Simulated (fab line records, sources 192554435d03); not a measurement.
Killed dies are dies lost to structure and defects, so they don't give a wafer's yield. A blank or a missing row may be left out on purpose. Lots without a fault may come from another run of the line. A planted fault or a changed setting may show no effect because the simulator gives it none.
Split-lot experiment | flow n5_finfet | 7 lots, 21 wafers read, on a route of 1938 steps

THE SPLIT
At N5_BEOL_M11_ILD_DEP_00 (deposits SiCOH lowk from DEMS/porogen, target thk 308.51 nm, time 58 s), the setting time_s was moved away from the recipe's 58 s on 10 of the 21 wafers read, by -13.1% to +7.7%. The other wafers ran this setting at the recipe's value.

FROM THE SPLIT TO THE READING: what the file shows between them, 1 step
- N5_BEOL_M11_CURE_71: cures SiCOH lowk, time 240 s

THE READING
M11_ILD_THK, in nm, at N5_BEOL_M11_THK_MEAS_01. Fault-free wafers of this fab line usually give 268 nm, standard deviation 4.4 nm.

wafer  | tool, chamber at the split | time_s as run, s | against the recipe | M11_ILD_THK, nm | against lot-mates on the recipe
L077.1 | pecvd-01, 0                | 58               | recipe             | 269             | -
L077.2 | pecvd-01, 2                | 62.31            | +7.4%              | 286             | +17
L077.5 | pecvd-01, 1                | 62.31            | +7.4%              | 297             | +28
L078.1 | pecvd-01, 2                | 55.82            | -3.8%              | 253             | -20
L078.4 | pecvd-01, 2                | 55.82            | -3.8%              | 261             | -12
L078.6 | pecvd-01, 1                | 58               | recipe             | 273             | -
L086.2 | pecvd-01, 2                | 58               | recipe             | 266             | -
L086.4 | pecvd-01, 2                | 58               | recipe             | 267             | -
L086.5 | pecvd-01, 0                | 58               | recipe             | 273             | -
L087.2 | pecvd-02, 2                | 58               | recipe             | 267             | -
L087.3 | pecvd-02, 1                | 62.46            | +7.7%              | 291             | +24
L087.5 | pecvd-02, 2                | 62.46            | +7.7%              | 291             | +24
L093.1 | pecvd-03, 2                | 50.39            | -13.1%             | 230             | no lot-mate on the recipe
L093.2 | pecvd-03, 1                | 50.39            | -13.1%             | 225             | no lot-mate on the recipe
L093.6 | pecvd-03, 1                | 50.39            | -13.1%             | 230             | no lot-mate on the recipe
L094.3 | pecvd-03, 0                | 58               | recipe             | 263             | -
L094.4 | pecvd-03, 1                | 58               | recipe             | 264             | -
L094.5 | pecvd-03, 0                | 62.2             | +7.2%              | 286             | +22
L097.3 | pecvd-03, 0                | 58               | recipe             | 271             | -
L097.4 | pecvd-03, 2                | 58               | recipe             | 272             | -
L097.6 | pecvd-03, 2                | 58               | recipe             | 272             | -

THE FIT
A straight line over all 21 wafers: M11_ILD_THK changes by +3 nm for each +1% of time_s; r = +0.98; the points scatter about the line by 3.7 nm.
The same after taking each lot's own level away (the mean of its wafers on the recipe; 18 wafers): +3.27 nm for each +1%; r = +0.97; scatter 3 nm.
On that fit, the largest move of time_s shifts the reading by 43 nm.
The lots' own levels span 263.5 to 273.0 nm, that is 2.2 times the standard deviation above.
So the lot-to-lot level changes the slope little: the two slopes agree.
Check: with one of the wafers moved furthest among these (+7.7%) left out of the fit, the line predicts +24.4 nm for it against its lot-mates. It came out at +24 nm against them.

OTHER SPLITS ON THESE WAFERS
These wafers also went through other splits before the reading. Each is held against what the fit with the lots' levels taken away leaves over:
other split on the same wafers       | wafers away from the commonest value | r with M11_ILD_THK (lot level and that fit taken away)
N5_BEOL_M8_DEVELOP_10 develop_time_s | 6                                    | +0.01
N5_BEOL_M8_EXPOSE_25 dose_mj         | 8                                    | -0.22
N5_BEOL_M9_COAT_22 spin_rpm          | 6                                    | +0.07
N5_BEOL_M9_ETCH_66 time_s            | 10                                   | +0.12
N5_BEOL_M10_ETCH_41 source_w         | 4                                    | -0.11

THE WHOLE CHAIN: every reading that the file lists as answering this split, in the file's order
step                    | what it does                                                           | reading                                                                                   | change (the file's fit)              | r (the file's)
N5_BEOL_M11_ILD_DEP_00  | deposits SiCOH lowk from DEMS/porogen, target thk 308.51 nm, time 58 s | SiCOH_lowk_of_BEOL_M11_ILD_DEP_00.thk_nm (the simulator's own value, which no gauge read) | +3.57 nm for each +1% of the setting | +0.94
N5_BEOL_M11_CURE_71     | cures SiCOH lowk, time 240 s                                           | SiCOH_lowk_of_BEOL_M11_ILD_DEP_00.thk_nm (the simulator's own value, which no gauge read) | +3.16 nm for each +1% of the setting | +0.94
N5_BEOL_M11_THK_MEAS_01 |                                                                        | M11_ILD_THK                                                                               | +3.15 for each +1% of the setting    | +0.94

THE FILE'S OWN FIT
M11_ILD_THK changes by +3.15 nm for each +1% of time_s, r = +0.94.
